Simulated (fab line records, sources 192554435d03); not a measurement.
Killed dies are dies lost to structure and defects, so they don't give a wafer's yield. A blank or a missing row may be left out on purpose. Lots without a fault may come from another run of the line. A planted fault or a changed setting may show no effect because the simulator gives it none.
A struck lot beside a sound one | flow n5_finfet | 16 steps out of a route of 1938
Sound: wafers L191.3, L191.4, L191.5. Struck: wafers L200.3, L200.4, L200.5. The cause comes at the end.
At each step with rows: each side's tool, then ch and its chambers, then its first start. Under that, the readings that differ: sound wafers | struck wafers | difference of the means | sigmas: that difference in standard deviations of wafers without a fault.
alike: readings whose means differ by less than 2 such deviations, and words and numbers that are the same on both sides. not compared: withheld readings, readings that some wafer has no value for, bounds like >300 that may hide the same value, and numbers for which the record gives no deviation and whose values overlap.
The two part at a step that has a row with sigmas, a row that says differs or no value, or rows on one side only. Numbers that don't overlap but have no deviation are shown without sigmas and don't part them. A reading that every wafer of one side lacks parts them only if that side has two wafers or more.

first, 8 steps without rows for these wafers: N5_BEOL_M3_COAT_68 (time 60 s, resist thk 12 nm); N5_BEOL_M3_COAT_76 (time 60 s, resist thk 5 nm); N5_BEOL_M3_COAT_22 (resist thk 30 nm); N5_BEOL_M3_EBR_24; N5_BEOL_M3_SOFTBAKE_23 (time 60 s); N5_BEOL_M3_EXPOSE_25 (exposes mask V2, defocus 5 nm); N5_BEOL_M3_PEB_26 (peb time 60 s); N5_BEOL_M3_DEVELOP_27 (develop time 30 s).
N5_BEOL_M3_CD_MEAS_28: target cd 25.7 nm, target cd y 23.3 nm.
  sound on cd_sem-02 ch 0, day 8 13:03; struck on cd_sem-02 ch 0, day 11 08:11
  alike: cd_nm
N5_BEOL_M3_OVL_MEAS_29:
  sound on overlay-02 ch 0, day 8 13:05; struck on overlay-02 ch 0, day 11 08:13
  alike: V2_OVL
N5_BEOL_M3_INSPECT_30: inspects for defects (brightfield).
  sound on defect_inspect-01, day 8 13:08; struck on defect_inspect-02, day 11 08:16
  alike: raw_defect_count
N5_BEOL_M3_DESCUM_33: chemistry O2, time 7 s.
  sound on rie_diel-05 ch 0,1, day 8 13:10; struck on rie_diel-06 ch 1,2,3, day 11 08:18
  alike: drypump_motor_current_A, oes_product_au, rf_vpp_V, showerhead_plenum_p_Torr, throttle_valve_pct
  not compared: rf_hours_counter_h
N5_BEOL_M3_ETCH_77: etches underlayer in N2/H2, target depth 6.5 nm, time 5.2 s.
  sound on rie_diel-05 ch 0,1, day 8 13:12; struck on rie_diel-06 ch 1,2,3, day 11 08:20
  reading                | sound             | struck            | difference | sigmas
  h2_flow_sccm (sccm)    | 199.7 199.0 198.9 | 220.5 220.1 220.4 | +21.1      | +34
  throttle_valve_pct (%) | 17.78 18.14 17.84 | 18.54 18.68 18.34 | +0.60      | +3
  alike: drypump_motor_current_A, etch_rf_on_time_s, oes_product_au, rf_vpp_V, showerhead_plenum_p_Torr
  not compared: rf_hours_counter_h
N5_BEOL_M3_ETCH_69: etches SiARC in CF4, target depth 15.6 nm, time 26 s.
  sound on rie_diel-05 ch 0,1, day 8 13:13; struck on rie_diel-06 ch 1,2,3, day 11 08:21
  alike: drypump_motor_current_A, etch_rf_on_time_s, oes_product_au, rf_vpp_V, showerhead_plenum_p_Torr, throttle_valve_pct
  not compared: rf_hours_counter_h
N5_BEOL_M4_RC_MEAS_101:
  sound on prober-01 ch 0, day 9 20:37; struck on prober-01 ch 0, day 12 02:07
  alike: DIBL_N, DIBL_P, IOFF_N, IOFF_P, ION_N, ION_P, SS_N, SS_P, VT_N, VT_P
then, 1 step without rows for these wafers: N5_PASSIVATION_PROBE_49.

WHERE THEY PART
Only at N5_BEOL_M3_ETCH_77, within this record. Later steps at which nothing parts them and some readings are alike: N5_BEOL_M3_ETCH_69, N5_BEOL_M4_RC_MEAS_101.

WHY: what the simulator had put in
Process parameter drift: rie_diel-06, from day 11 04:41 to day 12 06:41, at N5_BEOL_M3_ETCH_77. Setting h2_flow_sccm, moved by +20, from 200. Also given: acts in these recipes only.
